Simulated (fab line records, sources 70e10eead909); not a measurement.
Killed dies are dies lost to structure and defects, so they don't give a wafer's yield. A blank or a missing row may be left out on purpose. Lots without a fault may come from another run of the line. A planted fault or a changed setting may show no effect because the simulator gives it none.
Which tool did it? | flow nand_harc | 14 lots, 42 wafers sampled, at 4 steps of a route of 1302

WHAT THE GAUGES READ, wafer by wafer
NHARC_P_GATE_INSPECT_68.
lot  | measured     | on                | raw_defect_count
L937 | day 5 16:55  | defect_inspect-01 | 280 219 269
L938 | day 6 05:52  | defect_inspect-02 | 208 130 206
L940 | day 6 20:58  | defect_inspect-01 | 188 91 187
L945 | day 9 23:14  | defect_inspect-01 | 285 193 425
L944 | day 10 00:02 | defect_inspect-01 | 608 251 426
L941 | day 10 00:34 | defect_inspect-02 | 133 189 141
L943 | day 10 07:20 | defect_inspect-02 | 217 122 176
L947 | day 10 07:27 | defect_inspect-01 | 117 108 112
L955 | day 13 11:30 | defect_inspect-01 | 185 126 204
L956 | day 13 13:31 | defect_inspect-02 | 176 156 189
L957 | day 14 00:43 | defect_inspect-02 | 169 166 136
L958 | day 14 20:40 | defect_inspect-02 | 286 202 216
L959 | day 15 02:56 | defect_inspect-02 | 242 207 191
L960 | day 15 08:01 | defect_inspect-02 | 307 138 233

NHARC_P_CONTACT_CD_MEAS_12: target cd 90 nm.
lot  | measured     | on        | cd_nm (nm)
L937 | day 5 18:24  | cd_sem-03 | 90.6 91.3 91.4
L938 | day 6 07:30  | cd_sem-01 | 89.8 90.4 90.9
L940 | day 6 22:34  | cd_sem-03 | 90.4 90.0 90.3
L945 | day 10 00:51 | cd_sem-02 | 90.6 90.6 90.2
L944 | day 10 01:39 | cd_sem-02 | 90.4 90.3 90.8
L941 | day 10 02:10 | cd_sem-02 | 90.3 91.1 90.5
L943 | day 10 08:57 | cd_sem-03 | 89.4 90.3 89.6
L947 | day 10 09:06 | cd_sem-03 | 88.9 90.2 89.8
L957 | day 14 02:12 | cd_sem-02 | 90.4 90.0 90.1
L958 | day 14 22:17 | cd_sem-02 | 89.4 89.8 89.8
L959 | day 15 04:33 | cd_sem-02 | 90.4 90.4 90.3
L960 | day 15 09:40 | cd_sem-01 | 89.9 90.2 91.3

WHICH TOOL RAN EACH LOT (tool, then ch and the chambers of the sampled wafers, then the start)
lot  | NHARC_P_GATE_STRIP_112               | NHARC_P_GATE_RTA_82
L937 | plasma_asher-01 ch 0,1, day 5 11:53  | rtp_anneal-01 ch 0, day 5 16:44
L938 | plasma_asher-01 ch 0,1, day 6 01:32  | rtp_anneal-01 ch 0, day 6 05:41
L940 | plasma_asher-01 ch 0,1, day 6 16:43  | rtp_anneal-02 ch 0, day 6 20:46
L945 | plasma_asher-02 ch 0,1, day 9 18:58  | rtp_anneal-02 ch 0, day 9 23:04
L944 | plasma_asher-02 ch 0,1, day 9 19:38  | rtp_anneal-02 ch 0, day 9 23:50
L941 | plasma_asher-01 ch 0, day 9 20:19    | rtp_anneal-02 ch 0, day 10 00:22
L943 | plasma_asher-01 ch 0,1, day 10 02:33 | rtp_anneal-01 ch 0, day 10 07:10
L947 | plasma_asher-01 ch 0,1, day 10 03:02 | rtp_anneal-02 ch 0, day 10 07:19
L955 | plasma_asher-01 ch 0,1, day 13 07:13 | rtp_anneal-01, day 13 11:18
L956 | plasma_asher-01 ch 0,1, day 13 09:10 | rtp_anneal-01, day 13 13:19
L957 | plasma_asher-01 ch 0,1, day 13 20:26 | rtp_anneal-01 ch 0, day 14 00:32
L958 | plasma_asher-02 ch 0, day 14 16:32   | rtp_anneal-01 ch 0, day 14 20:28
L959 | plasma_asher-01 ch 0,1, day 14 22:48 | rtp_anneal-01 ch 0, day 15 02:48
L960 | plasma_asher-02 ch 0,1, day 15 03:50 | rtp_anneal-02 ch 0, day 15 07:51
- NHARC_P_GATE_STRIP_112: strips in N2/H2, time 200 s.
- NHARC_P_GATE_RTA_82: time 30 s.

WHAT THE TOOLS THEMSELVES READ (means of the sampled wafers that have a number; where no wafer has one, the mark that the record gives instead)
NHARC_P_GATE_STRIP_112.
lot  | tool            | drypump_motor_current_A (A) | heater_power_w (W)
L937 | plasma_asher-01 | 6.09                        | 93
L938 | plasma_asher-01 | 5.94                        | 87
L940 | plasma_asher-01 | 6.09                        | 93
L945 | plasma_asher-02 | 5.60                        | 98
L944 | plasma_asher-02 | 5.61                        | 99
L941 | plasma_asher-01 | 5.80                        | 80
L943 | plasma_asher-01 | 6.11                        | 87
L947 | plasma_asher-01 | 5.94                        | 83
L955 | plasma_asher-01 | 6.09                        | 88
L956 | plasma_asher-01 | 5.93                        | 84
L957 | plasma_asher-01 | 5.96                        | 83
L958 | plasma_asher-02 | 5.65                        | 90
L959 | plasma_asher-01 | 5.95                        | 84
L960 | plasma_asher-02 | 5.55                        | 90

NHARC_P_GATE_RTA_82.
lot  | tool          | anneal_temp_c_max | lamp_power_pct (%) | lamp_zone_2_pct (%) | lamp_zone_5_pct (%) | wafer_temp_C_max
L937 | rtp_anneal-01 | 451.5             | 3.87               | 3.87                | 3.89                | 451.7
L938 | rtp_anneal-01 | 451.6             | 3.87               | 3.87                | 3.88                | 451.9
L940 | rtp_anneal-02 | 452.6             | 3.73               | 3.73                | 3.74                | 452.5
L945 | rtp_anneal-02 | 453.2             | 3.73               | 3.73                | 3.74                | 452.1
L944 | rtp_anneal-02 | 453.8             | 3.73               | 3.73                | 3.74                | 452.1
L941 | rtp_anneal-02 | 453.3             | 3.73               | 3.72                | 3.74                | 452.4
L943 | rtp_anneal-01 | 452.3             | 3.87               | 3.87                | 3.88                | 451.5
L947 | rtp_anneal-02 | 452.6             | 3.73               | 3.73                | 3.74                | 451.9
L955 | rtp_anneal-01 | -                 | -                  | -                   | -                   | -
L956 | rtp_anneal-01 | -                 | -                  | -                   | -                   | -
L957 | rtp_anneal-01 | 451.9             | 3.86               | 3.87                | 3.89                | 451.9
L958 | rtp_anneal-01 | 451.7             | 3.87               | 3.87                | 3.88                | 451.9
L959 | rtp_anneal-01 | 451.8             | 3.87               | 3.87                | 3.89                | 451.8
L960 | rtp_anneal-02 | 452.4             | 3.73               | 3.73                | 3.75                | 451.7

THE ANSWER, worked out from the rows above alone
Rule: what is usual is taken from the lots themselves. Put in order of their means at a reading, lots are off if they are a third of the lots or fewer, leave a main group of 4 or more, and stand apart from it by a gap of 3 or more times the standard deviation of the main group's means; of several such gaps the widest counts. A main group whose means are all the same, to the digits that the tables above print for the reading, isn't used. A lot without any number at a reading at which 4 lots or more have one is off too. The other lots that the step has rows for count as sound. The gauges are gone through in route order, then the tools' own readings, and for those a lot's mean is taken as printed above. The first step at which some lot is off is used, and at that step the reading that is off furthest; a lot without a number counts as furthest.
Off: L955, L956, at NHARC_P_GATE_RTA_82 (anneal_temp_c_max). Without a number there: L955, L956. The main group: mean 452.4, standard deviation 0.71.
A tool fits if, at that step or a process step before it, it ran every lot that is off, and no sound lot after the first of them. None of those tried fits.

WHAT THE SIMULATOR HAD PUT IN
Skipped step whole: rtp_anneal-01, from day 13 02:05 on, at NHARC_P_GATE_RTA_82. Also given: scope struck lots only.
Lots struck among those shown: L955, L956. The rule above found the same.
